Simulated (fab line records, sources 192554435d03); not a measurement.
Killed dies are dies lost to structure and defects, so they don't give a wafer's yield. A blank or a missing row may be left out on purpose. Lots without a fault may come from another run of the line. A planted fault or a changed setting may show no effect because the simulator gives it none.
Chamber matching | flow n5_finfet | N5_BEOL_M8_CURE_74 on uv_cure-03: 3 sister chambers
The step cures SiCOH lowk, time 240 s. 3 wafers are shown with their chamber, then 9 later ones without.

WAFERS WITH THEIR CHAMBER
wafer  | chamber | wafer_temp_C_max
L078.6 | 2       | 388.3
L089.5 | 0       | 386.2
L090.6 | 1       | 386.6

WAFERS WITHOUT THEIR CHAMBER
wafer  | wafer_temp_C_max
L092.2 | 386.8
L092.3 | 387.5
L092.6 | 386.6
L094.3 | 387.3
L094.5 | 387.3
L094.6 | 387.6
L096.3 | 387.2
L096.4 | 387.2
L096.5 | 386.5

WHICH CHAMBER EACH WENT THROUGH
wafer  | from the rows above          | in truth
L092.2 | can't be placed: 1 or 0      | 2
L092.3 | can't be placed: 2 or 1 or 0 | 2
L092.6 | can't be placed: 1 or 0      | 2
L094.3 | can't be placed: 1 or 2 or 0 | 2
L094.5 | can't be placed: 1 or 2 or 0 | 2
L094.6 | can't be placed: 2 or 1 or 0 | 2
L096.3 | can't be placed: 1 or 0 or 2 | 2
L096.4 | can't be placed: 1 or 0 or 2 | 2
L096.5 | can't be placed: 1 or 0      | 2
Placed correctly: 0 of 9. Can't be placed from these rows: 9 (the true chamber is among the candidates in 6). Placed wrongly: 0.
How it was worked out, from the rows above alone: a wafer's distance from a chamber is the root of the sum, over the readings, of the square of ((its reading less the chamber's mean) divided by the reading's scatter). The wafer belongs to the nearest chamber; if the next one is less than 2 further off, it can't be placed. A chamber's mean is the mean of its shown wafers. The scatter: with one shown wafer a chamber, the root of the mean of the squares of how far each hidden wafer lies from its nearest shown one.
